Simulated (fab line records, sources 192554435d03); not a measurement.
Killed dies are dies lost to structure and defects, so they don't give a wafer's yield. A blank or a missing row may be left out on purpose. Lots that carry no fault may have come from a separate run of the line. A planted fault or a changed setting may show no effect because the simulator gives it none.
Chamber matching | flow n5_finfet | cmp-03 running N5_BEOL_M9_CMP_52: 4 sister chambers
The step polishes, stops on SiCOH lowk, t overpolish 7 s, target thk 140 nm. 4 wafers are shown with their chamber, then 10 later ones without.

## WAFERS WITH THEIR CHAMBER
wafer  | chamber | time_to_endpoint_s (s)
L079.5 | 0       | 67
L084.3 | 3       | 73
L090.4 | 2       | 65
L090.5 | 1       | 65

## WAFERS WITHOUT THEIR CHAMBER
wafer  | time_to_endpoint_s (s)
L090.6 | 67
L093.2 | 65
L093.4 | 66
L093.5 | 65
L097.3 | 71
L097.4 | 69
L097.5 | 70
L095.2 | 65
L095.5 | 66
L095.6 | 62

## EACH ONE'S CHAMBER
wafer  | from the rows above               | in truth
L090.6 | can't be placed: 0 or 1 or 2      | 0
L093.2 | can't be placed: 1 or 2 or 0      | 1
L093.4 | can't be placed: 0 or 1 or 2      | 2
L093.5 | can't be placed: 1 or 2 or 0      | 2
L097.3 | can't be placed: 3 or 0           | 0
L097.4 | can't be placed: 0 or 1 or 2 or 3 | 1
L097.5 | can't be placed: 0 or 3 or 1 or 2 | 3
L095.2 | can't be placed: 1 or 2 or 0      | 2
L095.5 | can't be placed: 0 or 1 or 2      | 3
L095.6 | can't be placed: 1 or 2 or 0      | 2
0 of 10 placed correctly. Cannot be placed on the basis of these rows: 10; the candidates contain the true chamber in 9. Wrongly placed: 0.
How it was worked out, from the rows above alone: a wafer's distance from a chamber is the root of the sum, over the readings, of the square of ((its reading less the chamber's mean) divided by the reading's scatter). The wafer belongs to the nearest chamber; if the next one is less than 2 further off, it can't be placed. For every chamber, the mean is computed from those of its wafers that are shown. The scatter: with one shown wafer a chamber, the root of the mean of the squares of how far each hidden wafer lies from its nearest shown one.
